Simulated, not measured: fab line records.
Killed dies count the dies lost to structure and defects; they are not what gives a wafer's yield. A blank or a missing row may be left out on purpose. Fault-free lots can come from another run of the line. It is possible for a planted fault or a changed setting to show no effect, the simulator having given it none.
Chamber matching | flow n5-finfet | rie-diel-05 running N5_BEOL_M6_STRIP_36: 4 sister chambers
The step strips in N2/H2. 16 wafers are shown with their chamber, then 8 later ones without.

WAFERS PAIRED WITH THEIR CHAMBERS
wafer  | chamber | throttle-valve-pct (%) | drypump-motor-current-A (A) | showerhead-plenum-p-Torr (Torr)
L075.2 | 2       | 22.99                  | 5.2                         | 2.56
L075.4 | 0       | 23.19                  | 6.0                         | 2.50
L075.6 | 3       | 23.63                  | 4.9                         | 2.42
L080.1 | 2       | 22.99                  | 5.2                         | 2.56
L080.3 | 3       | 23.62                  | 4.8                         | 2.42
L080.5 | 1       | 23.97                  | 6.4                         | 2.45
L083.3 | 2       | 23.01                  | 5.2                         | 2.55
L083.5 | 0       | 23.20                  | 6.0                         | 2.50
L083.6 | 3       | 23.62                  | 4.9                         | 2.41
L084.2 | 2       | 23.01                  | 5.2                         | 2.55
L084.3 | 3       | 23.65                  | 4.9                         | 2.41
L084.6 | 2       | 23.05                  | 5.2                         | 2.55
L090.2 | 1       | 23.99                  | 6.5                         | 2.44
L090.5 | 3       | 23.65                  | 4.9                         | 2.41
L090.6 | 0       | 23.21                  | 5.9                         | 2.49
L091.4 | 2       | 23.04                  | 5.2                         | 2.54

SIGNATURES (means of the wafers above)
reading                  | chamber 0 | chamber 1 | chamber 2 | chamber 3 | scatter within a chamber
throttle-valve-pct       | 23.2000   | 23.9800   | 23.0150   | 23.6340   | 0.0193
drypump-motor-current-A  | 5.967     | 6.450     | 5.200     | 4.880     | 0.0405
showerhead-plenum-p-Torr | 2.4967    | 2.4450    | 2.5517    | 2.4140    | 0.00658
Rule: a wafer's distance from a chamber is the root of the sum, over the readings, of the square of ((its reading less the chamber's mean) divided by the reading's scatter). The wafer belongs to the nearest chamber; if the next one is less than 2 further off, it can't be placed. The scatter: take each reading less its chamber's mean, square it, sum over the shown wafers, divide by the number of wafers less the number of chambers, and take the root.

WAFERS WITH NO CHAMBER GIVEN
wafer  | throttle-valve-pct (%) | drypump-motor-current-A (A) | showerhead-plenum-p-Torr (Torr)
L091.5 | 23.65                  | 4.9                         | 2.41
L091.6 | 23.05                  | 5.2                         | 2.54
L093.3 | 23.26                  | 6.0                         | 2.49
L093.5 | 23.69                  | 4.8                         | 2.40
L093.6 | 23.06                  | 5.2                         | 2.54
L097.1 | 23.28                  | 5.9                         | 2.48
L097.2 | 23.67                  | 4.9                         | 2.40
L097.6 | 23.03                  | 5.2                         | 2.54

CHAMBER TAKEN BY EACH
wafer  | from the rows above | in truth
L091.5 | 3                   | 3
L091.6 | 2                   | 2
L093.3 | 0                   | 0
L093.5 | 3                   | 3
L093.6 | 2                   | 2
L097.1 | 0                   | 0
L097.2 | 3                   | 3
L097.6 | 2                   | 2
Correctly placed: 8 of 8. Left unplaced by these rows: 0. 0 placed wrongly.
